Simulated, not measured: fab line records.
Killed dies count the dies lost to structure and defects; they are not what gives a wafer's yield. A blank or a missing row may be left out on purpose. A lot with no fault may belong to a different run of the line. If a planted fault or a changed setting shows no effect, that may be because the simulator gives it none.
The tool behind it: which one? / flow nand harc / 12 lots with 35 wafers sampled at 5 steps, on a route of 1159 steps

== WHAT THE GAUGES SHOWED, per wafer ==
NHARC_END_SORT_01.
lot=L117; measured=day 19 19:08; on=prober-02; defect limited yield (%)=96.9 97.9 97.6; killed at array=16 9 13; killed at other=0 0 0; killed at periphery=5 5 3; killed dies=21 14 16; killed open=1 3 1; killed short=3 2 3; sort_bin_2_pct (%)=0.9 0.7 0.7; sort_bin_3_pct (%)=0.15 0.30 0; sort_bin_4_pct (%)=2.1 1.0 1.6; sort n pass=656 663 661; sort rim yield pct (%)=93.4 99.1 99.1; sort yield pct (%)=96.9 97.9 97.6
lot=L118; measured=day 20 17:37; on=prober-02; defect limited yield (%)=96.3 94.8 95.9; killed at array=22 32 23; killed at other=0 0 1; killed at periphery=3 3 4; killed dies=25 35 28; killed open=1 4 2; killed short=3 1 2; sort_bin_2_pct (%)=1.6 2.5 1.2; sort_bin_3_pct (%)=0.30 0.30 0.15; sort_bin_4_pct (%)=1.8 2.4 2.8; sort n pass=652 642 649; sort rim yield pct (%)=97.2 94.3 94.3; sort yield pct (%)=96.3 94.8 95.9
lot=L121; measured=day 21 09:38; on=prober-01; defect limited yield (%)=95.9 95.0 94.7; killed at array=27 28 34; killed at other=0 0 0; killed at periphery=1 6 2; killed dies=28 34 36; killed open=4 1 6; killed short=4 2 0; sort_bin_2_pct (%)=1.2 2.2 1.9; sort_bin_3_pct (%)=0.15 0.44 0.15; sort_bin_4_pct (%)=2.8 2.4 3.2; sort n pass=649 643 641; sort rim yield pct (%)=98.1 94.3 98.1; sort yield pct (%)=95.9 95.0 94.7
lot=L123; measured=day 22 04:41; on=prober-02; defect limited yield (%)=96.8 96.3 96.6; killed at array=17 22 21; killed at other=1 0 0; killed at periphery=4 3 2; killed dies=22 25 23; killed open=4 1 5; killed short=0 0 0; sort_bin_2_pct (%)=0.9 0.9 0.6; sort_bin_3_pct (%)=0 0.15 0; sort_bin_4_pct (%)=2.4 2.7 2.8; sort n pass=655 652 654; sort rim yield pct (%)=92.5 97.2 93.4; sort yield pct (%)=96.8 96.3 96.6
lot=L125; measured=day 22 04:44; on=prober-01; defect limited yield (%)=0 0 0; killed at array=672 675 672; killed at other=4 0 1; killed at periphery=1 2 4; killed dies=677 677 677; killed open=1 2 4; killed short=4 0 1; sort_bin_2_pct (%)=96.0 97.6 97.0; sort_bin_3_pct (%)=0.44 0 0.30; sort_bin_4_pct (%)=3.5 2.4 2.7; sort n pass=0 0 0; sort rim yield pct (%)=0 0 0; sort yield pct (%)=0 0 0
lot=L124; measured=day 22 21:02; on=prober-01; defect limited yield (%)=0 0; killed at array=669 674; killed at other=4 2; killed at periphery=4 1; killed dies=677 677; killed open=5 2; killed short=1 1; sort_bin_2_pct (%)=97.9 98.7; sort_bin_3_pct (%)=0 0; sort_bin_4_pct (%)=2.1 1.3; sort n pass=0 0; sort rim yield pct (%)=0 0; sort yield pct (%)=0 0
lot=L131; measured=day 23 21:25; on=prober-01; defect limited yield (%)=95.7 94.5 96.3; killed at array=24 34 21; killed at other=0 1 0; killed at periphery=5 2 4; killed dies=29 37 25; killed open=1 3 4; killed short=2 2 0; sort_bin_2_pct (%)=1.9 1.8 1.2; sort_bin_3_pct (%)=0.15 0.74 0; sort_bin_4_pct (%)=2.2 3.0 2.5; sort n pass=648 640 652; sort rim yield pct (%)=95.3 98.1 90.6; sort yield pct (%)=95.7 94.5 96.3

== WHAT TOOL EACH LOT RAN ON (gives the tool, then ch and the chambers of the sampled wafers, and finally the start) ==
lot=L114; NHARC_A_M0_ANNEAL_30=rtp anneal-02 ch 0, day 17 23:37; NHARC_A_M0_DEP_32=pecvd-01 ch 0,1, day 18 00:35; NHARC_A_M1_ETCH_15=rie diel-10 ch 0,1,2, day 18 02:13; NHARC_A_M1_PVD_20=pvd sputter-01, no start
lot=L117; NHARC_A_M0_ANNEAL_30=rtp anneal-01 ch 0, day 18 04:37; NHARC_A_M0_DEP_32=pecvd-02 ch 0,1, day 18 05:38; NHARC_A_M1_ETCH_15=rie diel-10 ch 0,3, day 18 07:25; NHARC_A_M1_PVD_20=pvd sputter-02, day 19 19:08 or earlier
lot=L115; NHARC_A_M0_ANNEAL_30=rtp anneal-01 ch 0, day 18 14:28; NHARC_A_M0_DEP_32=pecvd-03 ch 0,1, day 18 15:23; NHARC_A_M1_ETCH_15=rie diel-12 ch 0,1,3, day 18 17:01; NHARC_A_M1_PVD_20=pvd sputter-01, no start
lot=L118; NHARC_A_M0_ANNEAL_30=rtp anneal-02 ch 0, day 18 23:02; NHARC_A_M0_DEP_32=pecvd-01 ch 0,1, day 19 00:04; NHARC_A_M1_ETCH_15=rie diel-12 ch 0,1, day 19 01:39; NHARC_A_M1_PVD_20=pvd sputter-02, day 20 17:37 or earlier
lot=L121; NHARC_A_M0_ANNEAL_30=rtp anneal-01 ch 0, day 19 19:43; NHARC_A_M0_DEP_32=pecvd-03 ch 1,2, day 19 20:43; NHARC_A_M1_ETCH_15=rie diel-12 ch 0,2,3, day 19 22:09; NHARC_A_M1_PVD_20=pvd sputter-02, day 21 09:38 or earlier
lot=L123; NHARC_A_M0_ANNEAL_30=rtp anneal-01 ch 0, day 20 11:22; NHARC_A_M0_DEP_32=pecvd-01 ch 1,2, day 20 12:20; NHARC_A_M1_ETCH_15=rie diel-12 ch 0,2, day 20 13:53; NHARC_A_M1_PVD_20=pvd sputter-03, day 22 04:41 or earlier
lot=L125; NHARC_A_M0_ANNEAL_30=rtp anneal-01 ch 0, day 20 12:13; NHARC_A_M0_DEP_32=pecvd-03 ch 0,2, day 20 13:08; NHARC_A_M1_ETCH_15=rie diel-10 ch 1,2,3, day 20 14:47; NHARC_A_M1_PVD_20=pvd sputter-01, day 22 04:44 or earlier
lot=L124; NHARC_A_M0_ANNEAL_30=rtp anneal-02 ch 0, day 20 19:40; NHARC_A_M0_DEP_32=pecvd-02 ch 2, day 20 20:35; NHARC_A_M1_ETCH_15=rie diel-12 ch 0,3, day 20 22:08; NHARC_A_M1_PVD_20=pvd sputter-01, day 22 21:02 or earlier
lot=L132; NHARC_A_M0_ANNEAL_30=rtp anneal-02 ch 0, day 22 03:02; NHARC_A_M0_DEP_32=pecvd-03 ch 0,1,2, day 22 04:17; NHARC_A_M1_ETCH_15=rie diel-10 ch 1,3, day 22 05:52; NHARC_A_M1_PVD_20=pvd sputter-01, no start
lot=L131; NHARC_A_M0_ANNEAL_30=rtp anneal-02 ch 0, day 22 03:28; NHARC_A_M0_DEP_32=pecvd-01 ch 1,2, day 22 04:33; NHARC_A_M1_ETCH_15=rie diel-12 ch 2,3, day 22 06:09; NHARC_A_M1_PVD_20=pvd sputter-01, day 23 21:25 or earlier
lot=L130; NHARC_A_M0_ANNEAL_30=rtp anneal-01 ch 0, day 22 12:13; NHARC_A_M0_DEP_32=pecvd-03 ch 0,2, day 22 13:19; NHARC_A_M1_ETCH_15=rie diel-12 ch 0,1,2, day 22 15:04; NHARC_A_M1_PVD_20=pvd sputter-02, no start
lot=L135; NHARC_A_M0_ANNEAL_30=rtp anneal-01 ch 0, day 23 07:16; NHARC_A_M0_DEP_32=pecvd-02 ch 0,2, day 23 08:10; NHARC_A_M1_ETCH_15=rie diel-12 ch 1,2, day 23 09:46; NHARC_A_M1_PVD_20=pvd sputter-01, no start
- NHARC_A_M0_ANNEAL_30: time 90 s.
- NHARC_A_M0_DEP_32: deposits SiCN, target thk 30 nm.
- NHARC_A_M1_ETCH_15: etches the open film in C4F8/Ar, target depth 182.5 nm, time 91.2 s.
- NHARC_A_M1_PVD_20: deposits TaN, target thk 5 nm, time 8.06 s.

== WHAT THE TOOLS THEMSELVES READ (means of the sampled wafers that have a number; where no wafer has one, the mark that the record gives instead) ==
NHARC_A_M0_ANNEAL_30.
lot=L114; tool=rtp anneal-02; anneal temp c (C)=225.13; wafer_temp_C_max=226.22
lot=L117; tool=rtp anneal-01; anneal temp c (C)=225.11; wafer_temp_C_max=225.96
lot=L115; tool=rtp anneal-01; anneal temp c (C)=225.18; wafer_temp_C_max=225.92
lot=L118; tool=rtp anneal-02; anneal temp c (C)=225.09; wafer_temp_C_max=225.71
lot=L121; tool=rtp anneal-01; anneal temp c (C)=225.07; wafer_temp_C_max=226.05
lot=L123; tool=rtp anneal-01; anneal temp c (C)=225.05; wafer_temp_C_max=225.98
lot=L125; tool=rtp anneal-01; anneal temp c (C)=224.94; wafer_temp_C_max=225.82
lot=L124; tool=rtp anneal-02; anneal temp c (C)=225.10; wafer_temp_C_max=225.75
lot=L132; tool=rtp anneal-02; anneal temp c (C)=224.92; wafer_temp_C_max=225.74
lot=L131; tool=rtp anneal-02; anneal temp c (C)=225.23; wafer_temp_C_max=225.92
lot=L130; tool=rtp anneal-01; anneal temp c (C)=224.67; wafer_temp_C_max=225.98
lot=L135; tool=rtp anneal-01; anneal temp c (C)=225.02; wafer_temp_C_max=225.83

NHARC_A_M0_DEP_32.
lot=L114; tool=pecvd-01; chamber pressure Torr (Torr)=2.998; heater power w (W)=669; susceptor temp C (C)=369.99
lot=L117; tool=pecvd-02; chamber pressure Torr (Torr)=2.992; heater power w (W)=472; susceptor temp C (C)=370.21
lot=L115; tool=pecvd-03; chamber pressure Torr (Torr)=2.999; heater power w (W)=577; susceptor temp C (C)=369.96
lot=L118; tool=pecvd-01; chamber pressure Torr (Torr)=3.001; heater power w (W)=587; susceptor temp C (C)=370.04
lot=L121; tool=pecvd-03; chamber pressure Torr (Torr)=2.999; heater power w (W)=569; susceptor temp C (C)=370.04
lot=L123; tool=pecvd-01; chamber pressure Torr (Torr)=3.002; heater power w (W)=619; susceptor temp C (C)=369.95
lot=L125; tool=pecvd-03; chamber pressure Torr (Torr)=2.997; heater power w (W)=568; susceptor temp C (C)=370.00
lot=L124; tool=pecvd-02; chamber pressure Torr (Torr)=3.002; heater power w (W)=652; susceptor temp C (C)=370.03
lot=L132; tool=pecvd-03; chamber pressure Torr (Torr)=3.000; heater power w (W)=603; susceptor temp C (C)=370.07
lot=L131; tool=pecvd-01; chamber pressure Torr (Torr)=3.001; heater power w (W)=600; susceptor temp C (C)=369.77
lot=L130; tool=pecvd-03; chamber pressure Torr (Torr)=3.002; heater power w (W)=571; susceptor temp C (C)=370.19
lot=L135; tool=pecvd-02; chamber pressure Torr (Torr)=3.000; heater power w (W)=545; susceptor temp C (C)=369.97

NHARC_A_M1_ETCH_15.
lot=L114; tool=rie diel-10; bias w (W)=300.3; chamber pressure mTorr (mTorr)=25.003; oes product au (a.u.)=0.964; rf vpp V (V)=439.0
lot=L117; tool=rie diel-10; bias w (W)=299.5; chamber pressure mTorr (mTorr)=24.994; oes product au (a.u.)=0.932; rf vpp V (V)=440.5
lot=L115; tool=rie diel-12; bias w (W)=301.0; chamber pressure mTorr (mTorr)=24.989; oes product au (a.u.)=0.955; rf vpp V (V)=440.0
lot=L118; tool=rie diel-12; bias w (W)=299.9; chamber pressure mTorr (mTorr)=24.984; oes product au (a.u.)=0.947; rf vpp V (V)=440.2
lot=L121; tool=rie diel-12; bias w (W)=300.4; chamber pressure mTorr (mTorr)=24.988; oes product au (a.u.)=0.922; rf vpp V (V)=440.9
lot=L123; tool=rie diel-12; bias w (W)=300.1; chamber pressure mTorr (mTorr)=24.990; oes product au (a.u.)=0.958; rf vpp V (V)=440.9
lot=L125; tool=rie diel-10; bias w (W)=-; chamber pressure mTorr (mTorr)=-; oes product au (a.u.)=-; rf vpp V (V)=-
lot=L124; tool=rie diel-12; bias w (W)=-; chamber pressure mTorr (mTorr)=-; oes product au (a.u.)=-; rf vpp V (V)=-
lot=L132; tool=rie diel-10; bias w (W)=300.5; chamber pressure mTorr (mTorr)=25.003; oes product au (a.u.)=0.922; rf vpp V (V)=441.8
lot=L131; tool=rie diel-12; bias w (W)=299.8; chamber pressure mTorr (mTorr)=25.008; oes product au (a.u.)=0.936; rf vpp V (V)=440.8
lot=L130; tool=rie diel-12; bias w (W)=299.7; chamber pressure mTorr (mTorr)=25.004; oes product au (a.u.)=0.972; rf vpp V (V)=442.5
lot=L135; tool=rie diel-12; bias w (W)=298.9; chamber pressure mTorr (mTorr)=24.991; oes product au (a.u.)=0.934; rf vpp V (V)=443.0

NHARC_A_M1_PVD_20.
lot=L114; tool=pvd sputter-01; cathode dc power W (W)=14998; throttle valve pct (%)=29.7
lot=L117; tool=pvd sputter-02; cathode dc power W (W)=14999; throttle valve pct (%)=29.5
lot=L115; tool=pvd sputter-01; cathode dc power W (W)=15001; throttle valve pct (%)=29.6
lot=L118; tool=pvd sputter-02; cathode dc power W (W)=14998; throttle valve pct (%)=30.7
lot=L121; tool=pvd sputter-02; cathode dc power W (W)=14999; throttle valve pct (%)=28.7
lot=L123; tool=pvd sputter-03; cathode dc power W (W)=15000; throttle valve pct (%)=30.1
lot=L125; tool=pvd sputter-01; cathode dc power W (W)=14999; throttle valve pct (%)=29.9
lot=L124; tool=pvd sputter-01; cathode dc power W (W)=15002; throttle valve pct (%)=30.0
lot=L132; tool=pvd sputter-01; cathode dc power W (W)=15001; throttle valve pct (%)=29.6
lot=L131; tool=pvd sputter-01; cathode dc power W (W)=15003; throttle valve pct (%)=29.7
lot=L130; tool=pvd sputter-02; cathode dc power W (W)=14998; throttle valve pct (%)=29.3
lot=L135; tool=pvd sputter-01; cathode dc power W (W)=15000; throttle valve pct (%)=30.0

== THE ANSWER, worked out from the rows above alone ==
Rule: the lots themselves supply what counts as usual. The widest of any qualifying gaps counts: lots, ordered by their means at a reading, are off when they make up no more than a third of the lots, leave a main group of 4 or more, and stand apart from it by 3 or more times the standard deviation of that group's means. Not used: any main group whose means are identical at the precision the tables above print for the reading. A lot without any number at a reading at which 4 lots or more have one is off too. The other lots that the step has rows for count as sound. Order of review: gauges by route order, followed by the tools' own readings, for which a lot's mean as printed above is used. At the first step where some lot is off, the reading lying furthest off is the one used; lots without a number count as furthest.
Off, at NHARC_END_SORT_01 on sort_bin_2_pct: L125, L124. Main group: mean 1.3 %, sd 0.46. Neither off nor sound, because the step has no rows for them: L114, L115, L132, L130, L135.
A tool fits if, at a process step before that reading, it ran every lot that is off, and no sound lot after the first of them. Not tried: the gauges at NHARC_END_SORT_01; whatever is off there is also off at NHARC_A_M1_ETCH_15, on other tools, and gauge error can't account for it. NHARC_A_M1_PVD_20: start missing for some lots; hours and lot order therefore follow NHARC_END_SORT_01. None of those tried fits.

== WHAT THE SIMULATOR PUT IN ==
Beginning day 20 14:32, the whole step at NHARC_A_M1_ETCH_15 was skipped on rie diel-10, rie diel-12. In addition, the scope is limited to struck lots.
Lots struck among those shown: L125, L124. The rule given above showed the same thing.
